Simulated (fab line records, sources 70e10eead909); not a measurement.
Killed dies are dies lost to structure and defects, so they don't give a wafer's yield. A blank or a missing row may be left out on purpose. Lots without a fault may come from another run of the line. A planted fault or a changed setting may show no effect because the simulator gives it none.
Chamber matching | flow nand_harc | NHARC_A_WL_FILL_CMP_12 on cmp-04: 4 sister chambers
The step polishes, t overpolish 30 s, target thk 100 nm. 8 wafers are shown with their chamber, then 8 later ones without.

WAFERS WITH THEIR CHAMBER
wafer  | chamber | motor_current_A (A) | time_to_endpoint_s (s)
L076.4 | 0       | 13.0                | 15.9
L076.5 | 0       | 12.6                | 18.3
L080.5 | 1       | 13.6                | 21.4
L082.2 | 2       | 13.9                | 17.8
L082.6 | 2       | 13.4                | 18.3
L087.3 | 1       | 14.0                | 21.6
L087.5 | 3       | 11.7                | 19.7
L090.2 | 3       | 11.8                | 21.2

WAFERS WITHOUT THEIR CHAMBER
wafer  | motor_current_A (A) | time_to_endpoint_s (s)
L090.3 | 14.4                | 21.4
L090.6 | 12.3                | 20.7
L091.1 | 14.0                | 23.7
L091.4 | 13.1                | 26.3
L091.5 | 14.4                | 22.2
L094.2 | 13.6                | 21.0
L094.4 | 12.3                | 22.6
L094.5 | 13.1                | 22.9

WHICH CHAMBER EACH WENT THROUGH
wafer  | from the rows above     | in truth
L090.3 | 1                       | 1
L090.6 | can't be placed: 3 or 0 | 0
L091.1 | 1                       | 1
L091.4 | 1                       | 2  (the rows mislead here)
L091.5 | 1                       | 1
L094.2 | 1                       | 1
L094.4 | 3                       | 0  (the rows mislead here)
L094.5 | 1                       | 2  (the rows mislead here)
Placed correctly: 4 of 8. Can't be placed from these rows: 1 (the true chamber is among the candidates in 1). Placed wrongly: 3.
How it was worked out, from the rows above alone: a wafer's distance from a chamber is the root of the sum, over the readings, of the square of ((its reading less the chamber's mean) divided by the reading's scatter). The wafer belongs to the nearest chamber; if the next one is less than 2 further off, it can't be placed. A chamber's mean is the mean of its shown wafers. The scatter: the root of (the sum of the squares of (reading less its chamber's mean) over the shown wafers, divided by (wafers less chambers)).
